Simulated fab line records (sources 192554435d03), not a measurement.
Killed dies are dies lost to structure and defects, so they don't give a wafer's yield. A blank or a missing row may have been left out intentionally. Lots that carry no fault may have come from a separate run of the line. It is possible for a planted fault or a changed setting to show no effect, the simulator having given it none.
fab line records | flow n5_finfet | part 1 of 2: steps 1 to 22 of 28
[record] lots = 5 | wafers = 15 | last_day = 17
route steps=1938 shown BEOL_M10@1482
lots that met no fault: taken from a fault-free run of the same line
start_h: start of the lot's first displayed wafer, in hours after the record's first day | wait_h: how many hours have passed since the lot's step before this one | " identical to the entry in the row above | L1.1+2: a row that stands for several wafers | - either no value or no given start | * or withheld: withheld | < > ~ a bound
route shown NAME@n: names a module that has steps shown in the file, with the first one's number in the route | usual: the fault-free wafers' mean and standard deviation | same: alike in all rows | chamber/n: place in a boat | sites: each site's reading | _std_site: standard deviation across them | _edge_site: mean of outer sites minus mean of inner sites | radius_mm: how far each site lies from the wafer's centre | mask NAME#n: copy n | behind: the tool/chamber that last shaped the wafer | hold: what put the lot on hold/how long, in hours/how the hold closed | device: names the non-switching transistor (n, p or np) | end of line: at the end of the route, the tests of the same wafers | a step given without rows: its recipe and nothing more | killed: the dies lost at the first sort to structure and to defects; this is not the yield of the wafer | map: per-die view of a wafer (x killed, . not killed, _ where there is no die)
set.NAME: setting as actually run; set.NAME@STEP: the setting as run at that earlier step | model.NAME: the simulator's own value behind a step, which no gauge read
a table for each step, a row for each wafer; lots at some steps of the route
services: when a tool's chamber went out of use (start_h, in hours from the record's first day, below 0 if earlier), for how many hours, and the reason
[[steps]]
[step N5_BEOL_M10_DEVELOP_10]
[recipe] develop_time_s = 30 | developer = TMAH | resist = CAR-ArF | rinse_liquid = diw | dry = air_spin | dev_temp_c = 23
lot.wafer  | tool           | chamber | start_h | wait_h
L077.1+5+6 | litho_track-02 | 0       | -       | -
L081.2+3+6 | litho_track-02 | 0       | -       | -
L089.1+2+4 | litho_track-02 | 0       | -       | -
L088.3+5+6 | litho_track-03 | 0       | -       | -
L095.1+2+5 | litho_track-04 | 0       | -       | -
[step N5_BEOL_M10_CD_MEAS_11]
[recipe] target_cd_nm = 64.1 | landing_energy_ev = 500 | detector = se_inlens | polarity = opening
[usual] cd_nm = 64.2/0.55
lot.wafer | tool      | chamber | start_h | wait_h | cd_nm
L077.1    | cd_sem-01 | 0       | 241.53  | -      | 64.0
L077.5    | "         | 0       | "       | "      | 64.2
L077.6    | "         | 0       | "       | "      | 64.2
L081.2    | cd_sem-02 | 0       | 271.88  | -      | 64.2
L081.3    | "         | 0       | "       | "      | 64.7
L081.6    | "         | 0       | "       | "      | 64.5
L089.1    | cd_sem-02 | 0       | 307.09  | -      | 64.6
L089.2    | "         | 0       | "       | "      | 64.2
L089.4    | "         | 0       | "       | "      | 64.7
L088.3    | cd_sem-03 | 0       | 317.65  | -      | 63.7
L088.5    | "         | 0       | "       | "      | 63.8
L088.6    | "         | 0       | "       | "      | 64.8
L095.1    | cd_sem-03 | 0       | 348.32  | -      | 64.8
L095.2    | "         | 0       | "       | "      | 64.6
L095.5    | "         | 0       | "       | "      | 64.0
[step N5_BEOL_M10_OVL_MEAS_12]
[recipe] points_per_wafer = 44
[usual] M10_OVL = -0.1/0.79
[same] points_per_wafer = 44
lot.wafer | tool       | chamber | start_h | wait_h | M10_OVL[nm]
L077.1    | overlay-02 | 0       | 241.57  | 0.0    | -0.4
L077.5    | "          | 0       | "       | "      | 0.1
L077.6    | "          | 0       | "       | "      | 0.9
L081.2    | overlay-02 | 0       | 271.91  | 0.0    | -0.2
L081.3    | "          | 0       | "       | "      | 0.2
L081.6    | "          | 0       | "       | "      | -0.4
L089.1    | overlay-01 | 0       | 307.12  | 0.0    | 0.7
L089.2    | "          | 0       | "       | "      | 0.6
L089.4    | "          | 0       | "       | "      | 1.9
L088.3    | overlay-01 | 0       | 317.68  | 0.0    | 0.8
L088.5    | "          | 0       | "       | "      | 1.5
L088.6    | "          | 0       | "       | "      | -0.1
L095.1    | overlay-02 | 0       | 348.35  | 0.0    | 1.0
L095.2    | "          | 0       | "       | "      | -1.1
L095.5    | "          | 0       | "       | "      | -0.3
[step N5_BEOL_M10_INSPECT_13]
[recipe] mode = adi | inspect_instrument = brightfield
[usual] raw_defect_count = 424/110
lot.wafer | tool              | chamber | start_h | wait_h | raw_defect_count
L077.1    | defect_inspect-02 | -       | 241.59  | 0.0    | 394
L077.5    | "                 | -       | "       | "      | 588
L077.6    | "                 | -       | "       | "      | 328
L081.2    | defect_inspect-02 | -       | 271.94  | 0.0    | 527
L081.3    | "                 | -       | "       | "      | 511
L081.6    | "                 | -       | "       | "      | 379
L089.1    | defect_inspect-01 | -       | 307.14  | 0.0    | 438
L089.2    | "                 | -       | "       | "      | 507
L089.4    | "                 | -       | "       | "      | 397
L088.3    | defect_inspect-01 | -       | 317.70  | 0.0    | 320
L088.5    | "                 | -       | "       | "      | 493
L088.6    | "                 | -       | "       | "      | 396
L095.1    | defect_inspect-02 | -       | 348.37  | 0.0    | 560
L095.2    | "                 | -       | "       | "      | 676
L095.5    | "                 | -       | "       | "      | 615
[step N5_BEOL_M10_DESCUM_16]
[recipe] chemistry = O2 | time_s = 7.9 | source_power_w = 50 | bias_power_w = 20 | pressure_mtorr = 20 | rf_frequency_hz = 2.712e+07 | temp_c = 40 | resist = CAR-ArF | o2_flow_sccm = 225
[usual] drypump_motor_current_A = 5.9/0.39 | oes_product_au = 0.79/0.089 | rf_vpp_V = 242.7/1.3 | showerhead_plenum_p_Torr = 2.07/0.073 | throttle_valve_pct = 20.33/0.21
lot.wafer | tool        | chamber | start_h | wait_h | drypump_motor_current_A | oes_product_au | rf_hours_counter_h | rf_vpp_V | showerhead_plenum_p_Torr | throttle_valve_pct
L077.1    | rie_diel-02 | 0       | 241.80  | 0.2    | 6.3                     | 0.83           | 96                 | 242.7    | 2.01                     | 20.30
L077.5    | "           | 3       | "       | "      | 5.5                     | 0.88           | -                  | 243.0    | 2.12                     | 20.39
L077.6    | "           | 2       | "       | "      | 5.9                     | 0.73           | -                  | 243.1    | 2.17                     | 20.47
L081.2    | rie_diel-02 | 3       | 272.73  | 0.8    | 5.5                     | 0.86           | 44                 | 243.8    | 2.11                     | 20.41
L081.3    | "           | 1       | "       | "      | 6.1                     | 0.67           | 247                | 241.7    | 2.04                     | 20.19
L081.6    | "           | 3       | "       | "      | 5.5                     | 0.85           | -                  | 243.3    | 2.11                     | 20.41
L089.1    | rie_diel-04 | 0       | 307.35  | 0.2    | 5.8                     | 0.85           | 52                 | 244.8    | 2.21                     | 20.10
L089.2    | "           | 3       | "       | "      | 5.1                     | 0.83           | 73                 | 244.1    | 2.11                     | 20.55
L089.4    | "           | 2       | "       | "      | 6.1                     | 0.96           | 8                  | 242.6    | 2.05                     | 20.16
L088.3    | rie_diel-04 | 1       | 317.76  | 0.1    | 6.3                     | 0.78           | 134                | 240.0    | 2.01                     | 20.10
L088.5    | "           | 1       | "       | "      | 6.2                     | 0.78           | -                  | 242.0    | 2.01                     | 20.11
L088.6    | "           | 2       | "       | "      | 6.1                     | 0.96           | -                  | 241.1    | 2.05                     | 20.17
L095.1    | rie_diel-03 | 1       | 348.62  | 0.2    | 6.6                     | 0.93           | 25                 | 243.2    | 2.05                     | 20.36
L095.2    | "           | 2       | "       | "      | 5.7                     | 0.73           | 196                | 243.2    | 2.06                     | 20.29
L095.5    | "           | 1       | "       | "      | 6.6                     | 0.95           | -                  | 243.0    | 2.05                     | 20.38
[step N5_BEOL_M10_ETCH_61]
[recipe] chemistry = CF4 | target = SiARC | target_depth_a = 390 | mask_material = CAR-ArF | time_s = 65 | ion_energy_ev = 80 | pressure_mtorr = 40 | source_w = 545 | bias_w = 36 | Ar_flow_sccm = 100 | cf4_flow_sccm = 100 | ends = cleared
[usual] bias_w = 36.00/0.13 | drypump_motor_current_A = 5.9/0.38 | etch_rf_on_time_s = 65.4/1.4 | oes_product_au = 0.67/0.075 | rf_vpp_V = 183.8/1.3 | showerhead_plenum_p_Torr = 2.12/0.075 | throttle_valve_pct = 15.55/0.2
lot.wafer | tool        | chamber | start_h | wait_h | bias_w | drypump_motor_current_A | etch_rf_on_time_s | oes_product_au | rf_hours_counter_h | rf_vpp_V | showerhead_plenum_p_Torr | throttle_valve_pct
L077.1    | rie_diel-02 | 0       | 241.83  | 0.0    | 36.23  | 6.3                     | 64.4              | 0.71           | 96                 | 183.9    | 2.07                     | 15.55
L077.5    | "           | 3       | "       | "      | 35.96  | 5.5                     | 66.7              | 0.74           | -                  | 184.0    | 2.18                     | 15.58
L077.6    | "           | 2       | "       | "      | 36.01  | 5.9                     | 67.5              | 0.61           | -                  | 185.4    | 2.20                     | 15.53
L081.2    | rie_diel-02 | 3       | 272.76  | 0.0    | 36.08  | 5.5                     | 67.5              | 0.71           | 44                 | 182.6    | 2.18                     | 15.60
L081.3    | "           | 1       | "       | "      | 35.95  | 6.1                     | 65.8              | 0.57           | 247                | 185.2    | 2.12                     | 15.67
L081.6    | "           | 3       | "       | "      | 35.83  | 5.5                     | 67.6              | 0.71           | -                  | 184.7    | 2.18                     | 15.61
L089.1    | rie_diel-04 | 0       | 307.39  | 0.0    | 36.11  | 5.8                     | 64.9              | 0.72           | 52                 | 184.8    | 2.27                     | 15.32
L089.2    | "           | 3       | "       | "      | 36.08  | 5.1                     | 64.6              | 0.71           | 73                 | 184.8    | 2.17                     | 15.72
L089.4    | "           | 2       | "       | "      | 36.15  | 6.1                     | 64.6              | 0.80           | 8                  | 183.0    | 2.09                     | 15.25
L088.3    | rie_diel-04 | 1       | 317.80  | 0.0    | 35.92  | 6.3                     | 65.1              | 0.67           | 134                | 181.2    | 2.06                     | 15.31
L088.5    | "           | 1       | "       | "      | 36.00  | 6.3                     | 65.1              | 0.67           | -                  | 181.8    | 2.06                     | 15.32
L088.6    | "           | 2       | "       | "      | 35.96  | 6.1                     | 63.7              | 0.80           | -                  | 184.5    | 2.09                     | 15.24
L095.1    | rie_diel-03 | 1       | 348.66  | 0.0    | 36.08  | 6.6                     | 66.0              | 0.79           | 25                 | 182.1    | 2.10                     | 15.45
L095.2    | "           | 2       | "       | "      | 35.89  | 5.7                     | 63.5              | 0.63           | 196                | 183.3    | 2.12                     | 15.60
L095.5    | "           | 1       | "       | "      | 36.05  | 6.6                     | 65.6              | 0.79           | -                  | 182.9    | 2.10                     | 15.45
[step N5_BEOL_M10_ETCH_62]
[recipe] chemistry = N2/H2 | target = SOC | target_depth_a = 1100 | overetch_a = 220 | mask_material = SiARC | temp_c = 40 | time_s = 165 | ion_energy_ev = 200 | pressure_mtorr = 30 | source_w = 840 | bias_w = 150 | n2_flow_sccm = 200 | h2_flow_sccm = 200
[usual] bias_w = 150.0/0.47 | drypump_motor_current_A = 5.9/0.38 | oes_product_au = 0.67/0.071 | rf_vpp_V = 523.2/2.6 | showerhead_plenum_p_Torr = 2.52/0.091 | throttle_valve_pct = 17.77/0.22
lot.wafer | tool        | chamber | start_h | wait_h | bias_w | drypump_motor_current_A | oes_product_au | rf_hours_counter_h | rf_vpp_V | showerhead_plenum_p_Torr | throttle_valve_pct
L077.1    | rie_diel-02 | 0       | 241.88  | 0.0    | 150.8  | 6.4                     | 0.69           | 96                 | 522.1    | 2.45                     | 17.75
L077.5    | "           | 3       | "       | "      | 150.3  | 5.5                     | 0.73           | -                  | 526.5    | 2.59                     | 17.84
L077.6    | "           | 2       | "       | "      | 149.2  | 5.9                     | 0.62           | -                  | 526.0    | 2.63                     | 17.87
L081.2    | rie_diel-02 | 3       | 272.81  | 0.0    | 150.2  | 5.5                     | 0.72           | 44                 | 526.9    | 2.59                     | 17.86
L081.3    | "           | 1       | "       | "      | 150.1  | 6.0                     | 0.57           | 247                | 521.7    | 2.50                     | 17.75
L081.6    | "           | 3       | "       | "      | 150.4  | 5.5                     | 0.73           | -                  | 523.3    | 2.59                     | 17.86
L089.1    | rie_diel-04 | 0       | 307.44  | 0.0    | 150.5  | 5.8                     | 0.72           | 52                 | 529.0    | 2.69                     | 17.51
L089.2    | "           | 3       | "       | "      | 149.6  | 5.1                     | 0.70           | 73                 | 524.2    | 2.59                     | 18.11
L089.4    | "           | 2       | "       | "      | 150.2  | 6.1                     | 0.80           | 8                  | 522.9    | 2.50                     | 17.63
L088.3    | rie_diel-04 | 1       | 317.85  | 0.0    | 149.9  | 6.3                     | 0.66           | 134                | 521.1    | 2.44                     | 17.47
L088.5    | "           | 1       | "       | "      | 150.1  | 6.3                     | 0.66           | -                  | 521.6    | 2.44                     | 17.44
L088.6    | "           | 2       | "       | "      | 149.3  | 6.1                     | 0.80           | -                  | 522.7    | 2.50                     | 17.65
L095.1    | rie_diel-03 | 1       | 348.71  | 0.0    | 149.9  | 6.6                     | 0.79           | 25                 | 523.4    | 2.48                     | 17.64
L095.2    | "           | 2       | "       | "      | 150.2  | 5.7                     | 0.62           | 196                | 524.7    | 2.53                     | 17.87
L095.5    | "           | 1       | "       | "      | 149.2  | 6.6                     | 0.78           | -                  | 523.4    | 2.48                     | 17.66
[step N5_BEOL_M10_STRIP_68]
[recipe] chemistry = N2/H2 | temp_c = 40 | n2_flow_sccm = 200 | h2_flow_sccm = 200 | rf_frequency_hz = 6e+07
lot.wafer  | tool        | chamber | start_h | wait_h
L077.1+5+6 | rie_diel-02 | 0,3,2   | 242.02  | 0.1
L081.2+3+6 | rie_diel-02 | 3,1,3   | 272.95  | 0.1
L089.1+2+4 | rie_diel-04 | 0,3,2   | 307.58  | 0.1
L088.3+5+6 | rie_diel-04 | 1,1,2   | 317.99  | 0.1
L095.1+2+5 | rie_diel-03 | 1,2,1   | 348.84  | 0.1
[step N5_BEOL_M10_STRIP_67]
[recipe] chemistry = CF4 | resist = SiARC | power_w = 300 | bias_power_w = 75 | pressure_mtorr = 50 | cf4_flow_sccm = 150 | rf_frequency_hz = 6e+07
[usual] drypump_motor_current_A = 5.9/0.39 | oes_product_au = 0.79/0.083 | rf_vpp_V = 270.8/1.6 | showerhead_plenum_p_Torr = 1.78/0.063 | throttle_valve_pct = 13.52/0.22
lot.wafer | tool        | chamber | start_h | wait_h | drypump_motor_current_A | oes_product_au | rf_hours_counter_h | rf_vpp_V | showerhead_plenum_p_Torr | throttle_valve_pct
L077.1    | rie_diel-02 | 0       | 242.03  | 0.0    | 6.3                     | 0.83           | 96                 | 271.2    | 1.74                     | 13.52
L077.5    | "           | 3       | "       | "      | 5.5                     | 0.86           | -                  | 273.0    | 1.81                     | 13.48
L077.6    | "           | 2       | "       | "      | 5.9                     | 0.73           | -                  | 274.2    | 1.84                     | 13.50
L081.2    | rie_diel-02 | 3       | 272.96  | 0.0    | 5.5                     | 0.85           | 44                 | 270.8    | 1.81                     | 13.49
L081.3    | "           | 1       | "       | "      | 6.0                     | 0.67           | 247                | 270.3    | 1.78                     | 13.69
L081.6    | "           | 3       | "       | "      | 5.5                     | 0.85           | -                  | 272.6    | 1.81                     | 13.47
L089.1    | rie_diel-04 | 0       | 307.59  | 0.0    | 5.7                     | 0.85           | 52                 | 273.5    | 1.91                     | 13.27
L089.2    | "           | 3       | "       | "      | 5.1                     | 0.83           | 73                 | 272.1    | 1.83                     | 13.70
L089.4    | "           | 2       | "       | "      | 6.1                     | 0.93           | 8                  | 270.4    | 1.75                     | 13.16
L088.3    | rie_diel-04 | 1       | 318.00  | 0.0    | 6.3                     | 0.78           | 134                | 269.8    | 1.72                     | 13.30
L088.5    | "           | 1       | "       | "      | 6.3                     | 0.78           | -                  | 268.9    | 1.72                     | 13.30
L088.6    | "           | 2       | "       | "      | 6.1                     | 0.92           | -                  | 269.8    | 1.75                     | 13.18
L095.1    | rie_diel-03 | 1       | 348.85  | 0.0    | 6.6                     | 0.92           | 25                 | 269.7    | 1.76                     | 13.41
L095.2    | "           | 2       | "       | "      | 5.7                     | 0.72           | 196                | 270.8    | 1.77                     | 13.58
L095.5    | "           | 1       | "       | "      | 6.6                     | 0.93           | -                  | 270.1    | 1.76                     | 13.40
[step N5_BEOL_M10_HM_OPEN_17]
[recipe] chemistry = Cl2/BCl3 | target_depth_a = 200 | overetch_a = 60 | target = TiN | mask_material = SOC | ion_energy_ev = 150 | pressure_mtorr = 10 | icp_w = 1000 | bias_w = 126 | Cl2_flow_sccm = 53.25 | bcl3_flow_sccm = 21.75 | Ar_flow_sccm = 25
[usual] bias_w = 126.0/0.38 | drypump_motor_current_A = 5.6/0.53 | oes_product_au = 0.64/0.1 | throttle_valve_pct = 22.26/0.23
lot.wafer | tool         | chamber | start_h | wait_h | bias_w | drypump_motor_current_A | oes_product_au | rf_hours_counter_h | throttle_valve_pct
L077.1    | rie_metal-02 | 0       | 242.07  | 0.0    | 125.9  | 5.5                     | 0.73           | 18                 | 21.96
L077.5    | "            | 0       | "       | "      | 125.5  | 5.5                     | 0.73           | -                  | 21.96
L077.6    | "            | 1       | "       | "      | 125.4  | 5.2                     | 0.56           | -                  | 22.06
L081.2    | rie_metal-03 | 1       | 273.00  | 0.0    | 125.8  | 6.3                     | 0.57           | 93                 | 22.32
L081.3    | "            | 0       | "       | "      | 125.9  | 4.8                     | 0.82           | -                  | 22.42
L081.6    | "            | 0       | "       | "      | 125.7  | 4.8                     | 0.82           | -                  | 22.41
L089.1    | rie_metal-02 | 1       | 307.63  | 0.0    | 125.9  | 5.2                     | 0.54           | 108                | 22.10
L089.2    | "            | 0       | "       | "      | 125.7  | 5.5                     | 0.71           | 24                 | 21.99
L089.4    | "            | 0       | "       | "      | 125.8  | 5.5                     | 0.72           | -                  | 21.97
L088.3    | rie_metal-03 | 0       | 318.07  | 0.1    | 126.0  | 4.8                     | 0.79           | -                  | 22.42
L088.5    | "            | 0       | "       | "      | 126.0  | 4.8                     | 0.79           | -                  | 22.41
L088.6    | "            | 1       | "       | "      | 126.1  | 6.3                     | 0.56           | -                  | 22.36
L095.1    | rie_metal-01 | 0       | 348.89  | 0.0    | 125.9  | 5.3                     | 0.57           | 88                 | 22.11
L095.2    | "            | 1       | "       | "      | 125.8  | 5.5                     | 0.82           | 2                  | 22.34
L095.5    | "            | 0       | "       | "      | 125.5  | 5.4                     | 0.58           | -                  | 22.07
[step N5_BEOL_M10_STRIP_19]
[recipe] chemistry = O2 | power_w = 400 | temp_c = 40 | pressure_mtorr = 30 | rf_frequency_hz = 6e+07 | bias_power_w = 0 | overash_fraction = 0.2 | o2_flow_sccm = 225
[usual] drypump_motor_current_A = 5.9/0.38 | oes_product_au = 0.78/0.081 | rf_vpp_V = 3.6/0.52 | showerhead_plenum_p_Torr = 2.07/0.072 | throttle_valve_pct = 16.61/0.22
lot.wafer | tool        | chamber | start_h | wait_h | drypump_motor_current_A | oes_product_au | rf_hours_counter_h | rf_vpp_V | showerhead_plenum_p_Torr | throttle_valve_pct
L077.1    | rie_diel-03 | 3       | 242.18  | 0.1    | 5.9                     | 0.70           | 208                | 3.8      | 1.98                     | 16.94
L077.5    | "           | 2       | "       | "      | 5.7                     | 0.76           | -                  | 3.6      | 2.08                     | 16.51
L077.6    | "           | 1       | "       | "      | 6.6                     | 0.71           | -                  | 3.4      | 2.07                     | 16.99
L081.2    | rie_diel-03 | 3       | 273.13  | 0.1    | 5.9                     | 0.69           | 223                | 3.7      | 1.98                     | 16.96
L081.3    | "           | 2       | "       | "      | 5.7                     | 0.74           | 166                | 3.6      | 2.08                     | 16.55
L081.6    | "           | 0       | "       | "      | 6.0                     | 0.73           | -                  | 4.1      | 2.00                     | 16.65
L089.1    | rie_diel-02 | 0       | 307.74  | 0.1    | 6.4                     | 0.81           | 122                | 3.4      | 2.01                     | 16.62
L089.2    | "           | 2       | "       | "      | 5.9                     | 0.72           | 210                | 4.0      | 2.17                     | 16.73
L089.4    | "           | 1       | "       | "      | 6.0                     | 0.95           | 3                  | 3.9      | 2.05                     | 16.15
L088.3    | rie_diel-03 | 3       | 318.16  | 0.1    | 5.9                     | 0.66           | 241                | 3.4      | 1.97                     | 17.00
L088.5    | "           | 0       | "       | "      | 6.1                     | 0.72           | -                  | 3.1      | 1.99                     | 16.67
L088.6    | "           | 1       | "       | "      | 6.6                     | 0.96           | -                  | 3.4      | 2.06                     | 16.56
L095.1    | rie_diel-02 | 0       | 349.00  | 0.1    | 6.3                     | 0.78           | 137                | 3.7      | 2.00                     | 16.63
L095.2    | "           | 2       | "       | "      | 5.9                     | 0.70           | 222                | 3.5      | 2.17                     | 16.79
L095.5    | "           | 2       | "       | "      | 5.9                     | 0.69           | -                  | 3.1      | 2.17                     | 16.76
[step N5_BEOL_M10_CD_MEAS_18]
[recipe] pitch_nm = 140 | target_cd_nm = 70
[usual] cd_nm = 70.1/0.67
lot.wafer | tool      | chamber | start_h | wait_h | cd_nm
L077.1    | cd_sem-02 | -       | 242.25  | 0.0    | 70.2
L077.5    | "         | -       | "       | "      | 69.8
L077.6    | "         | -       | "       | "      | 70.4
L081.2    | cd_sem-02 | -       | 273.21  | 0.1    | 69.8
L081.3    | "         | -       | "       | "      | 71.0
L081.6    | "         | -       | "       | "      | 70.6
L089.1    | cd_sem-01 | -       | 307.81  | 0.0    | 70.5
L089.2    | "         | -       | "       | "      | 70.4
L089.4    | "         | -       | "       | "      | 70.7
L088.3    | cd_sem-01 | -       | 318.23  | 0.1    | 69.2
L088.5    | "         | -       | "       | "      | 69.6
L088.6    | "         | -       | "       | "      | 70.1
L095.1    | cd_sem-01 | -       | 349.07  | 0.0    | 70.9
L095.2    | "         | -       | "       | "      | 70.6
L095.5    | "         | -       | "       | "      | 69.6
[step N5_BEOL_M10_COAT_63]
[recipe] resist = SOC | temp_c = 250 | time_s = 60 | spin_rpm = 1500 | resist_thk_nm = 100
[usual] heater_power_total_W = 500.6/1.9
lot.wafer | tool           | chamber | start_h | wait_h | heater_power_total_W
L077.1    | litho_track-03 | 0       | 242.29  | 0.0    | 501.7
L077.5    | "              | 0       | "       | "      | 501.6
L077.6    | "              | 0       | "       | "      | 498.4
L081.2    | litho_track-04 | 0       | 275.07  | 1.9    | 500.8
L081.3    | "              | 0       | "       | "      | 502.3
L081.6    | "              | 0       | "       | "      | 502.7
L089.1    | litho_track-04 | 0       | 308.95  | 1.1    | 498.8
L089.2    | "              | 0       | "       | "      | 502.5
L089.4    | "              | 0       | "       | "      | 497.8
L088.3    | litho_track-03 | 0       | 319.45  | 1.2    | 500.6
L088.5    | "              | 0       | "       | "      | 501.2
L088.6    | "              | 0       | "       | "      | 499.5
L095.1    | litho_track-02 | 0       | 349.14  | 0.1    | 502.6
L095.2    | "              | 0       | "       | "      | 499.3
L095.5    | "              | 0       | "       | "      | 497.7
[step N5_BEOL_M10_COAT_64]
[recipe] resist = SiARC | temp_c = 220 | time_s = 60 | spin_rpm = 1500 | resist_thk_nm = 30
[usual] heater_power_total_W = 427.5/2.1
lot.wafer | tool           | chamber | start_h | wait_h | heater_power_total_W
L077.1    | litho_track-03 | 0       | -       | -      | 429.3
L077.5    | "              | 0       | "       | "      | 429.6
L077.6    | "              | 0       | "       | "      | 425.6
L081.2    | litho_track-04 | 0       | -       | -      | 424.2
L081.3    | "              | 0       | "       | "      | 427.9
L081.6    | "              | 0       | "       | "      | 424.8
L089.1    | litho_track-04 | 0       | -       | -      | 430.9
L089.2    | "              | 0       | "       | "      | 428.7
L089.4    | "              | 0       | "       | "      | 425.0
L088.3    | litho_track-03 | 0       | -       | -      | 425.3
L088.5    | "              | 0       | "       | "      | 424.6
L088.6    | "              | 0       | "       | "      | 425.8
L095.1    | litho_track-02 | 0       | -       | -      | 428.9
L095.2    | "              | 0       | "       | "      | 424.8
L095.5    | "              | 0       | "       | "      | 425.1
[step N5_BEOL_M10_COAT_22]
[recipe] resist = CAR-ArF | spin_rpm = 1500 | resist_thk_nm = 90
lot.wafer  | tool           | chamber | start_h | wait_h
L077.1+5+6 | litho_track-03 | 0       | -       | -
L081.2+3+6 | litho_track-04 | 0       | -       | -
L089.1+2+4 | litho_track-04 | 0       | -       | -
L088.3+5+6 | litho_track-03 | 0       | -       | -
L095.1+2+5 | litho_track-02 | 0       | -       | -
[step N5_BEOL_M10_EBR_24]
[recipe] solvent = PGMEA | ebr_width_mm = 1.5
lot.wafer  | tool           | chamber | start_h | wait_h
L077.1+5+6 | litho_track-03 | 0       | -       | -
L081.2+3+6 | litho_track-04 | 0       | -       | -
L089.1+2+4 | litho_track-04 | 0       | -       | -
L088.3+5+6 | litho_track-03 | 0       | -       | -
L095.1+2+5 | litho_track-02 | 0       | -       | -
[step N5_BEOL_M10_SOFTBAKE_23]
[recipe] temp_c = 110 | time_s = 60 | resist = CAR-ArF
[usual] heater_power_total_W = 175.0/1.6
lot.wafer | tool           | chamber | start_h | wait_h | heater_power_total_W
L077.1    | litho_track-03 | 0       | -       | -      | 176.0
L077.5    | "              | 0       | "       | "      | 173.3
L077.6    | "              | 0       | "       | "      | 177.5
L081.2    | litho_track-04 | 0       | -       | -      | 175.8
L081.3    | "              | 0       | "       | "      | 173.1
L081.6    | "              | 0       | "       | "      | 177.5
L089.1    | litho_track-04 | 0       | -       | -      | 173.0
L089.2    | "              | 0       | "       | "      | 176.3
L089.4    | "              | 0       | "       | "      | 176.6
L088.3    | litho_track-03 | 0       | -       | -      | 173.6
L088.5    | "              | 0       | "       | "      | 174.3
L088.6    | "              | 0       | "       | "      | 173.5
L095.1    | litho_track-02 | 0       | -       | -      | 177.6
L095.2    | "              | 0       | "       | "      | 173.8
L095.5    | "              | 0       | "       | "      | 175.6
[step N5_BEOL_M10_EXPOSE_25]
[recipe] mask_id = V9 | na = 1.35 | source_shape = annular | sigma_inner = 0.5 | sigma_outer = 0.8 | polarization = unpolarized | dose_mj = 85.5
lot.wafer  | tool            | chamber | start_h | wait_h | mask
L077.1+5+6 | arfi_scanner-02 | 0       | 242.40  | -      | V9#0
L081.2+3+6 | arfi_scanner-01 | 0       | 275.23  | -      | V9#0
L089.1+2+4 | arfi_scanner-02 | 0       | 309.19  | -      | V9#0
L088.3+5+6 | arfi_scanner-02 | 0       | 319.58  | -      | V9#0
L095.1+2+5 | arfi_scanner-02 | 0       | 349.56  | -      | V9#0
[step N5_BEOL_M10_PEB_26]
[recipe] peb_temp_c = withheld | peb_time_s = 60 | resist = CAR-ArF
lot.wafer  | tool           | chamber | start_h | wait_h
L077.1+5+6 | litho_track-04 | 0       | 242.47  | 0.1
L081.2+3+6 | litho_track-04 | 0       | 275.29  | 0.1
L089.1+2+4 | litho_track-02 | 0       | 309.25  | 0.1
L088.3+5+6 | litho_track-02 | 0       | 319.64  | 0.0
L095.1+2+5 | litho_track-04 | 0       | 349.62  | 0.1
[step N5_BEOL_M10_DEVELOP_27]
[recipe] develop_time_s = 30 | developer = TMAH | resist = CAR-ArF | rinse_liquid = diw | dry = air_spin | dev_temp_c = 23
lot.wafer  | tool           | chamber | start_h | wait_h
L077.1+5+6 | litho_track-04 | 0       | -       | -
L081.2+3+6 | litho_track-04 | 0       | -       | -
L089.1+2+4 | litho_track-02 | 0       | -       | -
L088.3+5+6 | litho_track-02 | 0       | -       | -
L095.1+2+5 | litho_track-04 | 0       | -       | -
[step N5_BEOL_M10_CD_MEAS_28]
[recipe] target_cd_nm = 70 | landing_energy_ev = 500 | detector = se_inlens | polarity = opening
[usual] cd_nm = 70.7/1.2
lot.wafer | tool      | chamber | start_h | wait_h | cd_nm
L077.1    | cd_sem-02 | 0       | 242.54  | -      | 71.4
L077.5    | "         | 0       | "       | "      | 70.6
L077.6    | "         | 0       | "       | "      | 71.0
L081.2    | cd_sem-02 | 0       | 275.36  | -      | 70.7
L081.3    | "         | 0       | "       | "      | 70.2
L081.6    | "         | 0       | "       | "      | 70.0
L089.1    | cd_sem-01 | 0       | 309.32  | -      | 72.1
L089.2    | "         | 0       | "       | "      | 72.8
L089.4    | "         | 0       | "       | "      | 72.6
L088.3    | cd_sem-03 | 0       | 319.70  | -      | 71.5
L088.5    | "         | 0       | "       | "      | 70.4
L088.6    | "         | 0       | "       | "      | 70.4
L095.1    | cd_sem-02 | 0       | 349.69  | -      | 70.6
L095.2    | "         | 0       | "       | "      | 69.8
L095.5    | "         | 0       | "       | "      | 70.6
[step N5_BEOL_M10_OVL_MEAS_29]
[recipe] points_per_wafer = 44
[usual] V9_OVL = 0.6/0.78
[same] points_per_wafer = 44
lot.wafer | tool       | chamber | start_h | wait_h | V9_OVL[nm]
L077.1    | overlay-01 | 0       | 242.57  | 0.0    | 0.4
L077.5    | "          | 0       | "       | "      | -0.4
L077.6    | "          | 0       | "       | "      | 0.4
L081.2    | overlay-01 | 0       | 275.38  | 0.0    | 0.0
L081.3    | "          | 0       | "       | "      | 0.5
L081.6    | "          | 0       | "       | "      | 0.6
L089.1    | overlay-02 | 0       | 309.35  | 0.0    | 0.7
L089.2    | "          | 0       | "       | "      | 0.6
L089.4    | "          | 0       | "       | "      | 0.4
L088.3    | overlay-02 | 0       | 319.73  | 0.0    | 0.1
L088.5    | "          | 0       | "       | "      | 0.3
L088.6    | "          | 0       | "       | "      | -0.1
L095.1    | overlay-02 | 0       | 349.72  | 0.0    | -0.7
L095.2    | "          | 0       | "       | "      | 0.2
L095.5    | "          | 0       | "       | "      | -0.5
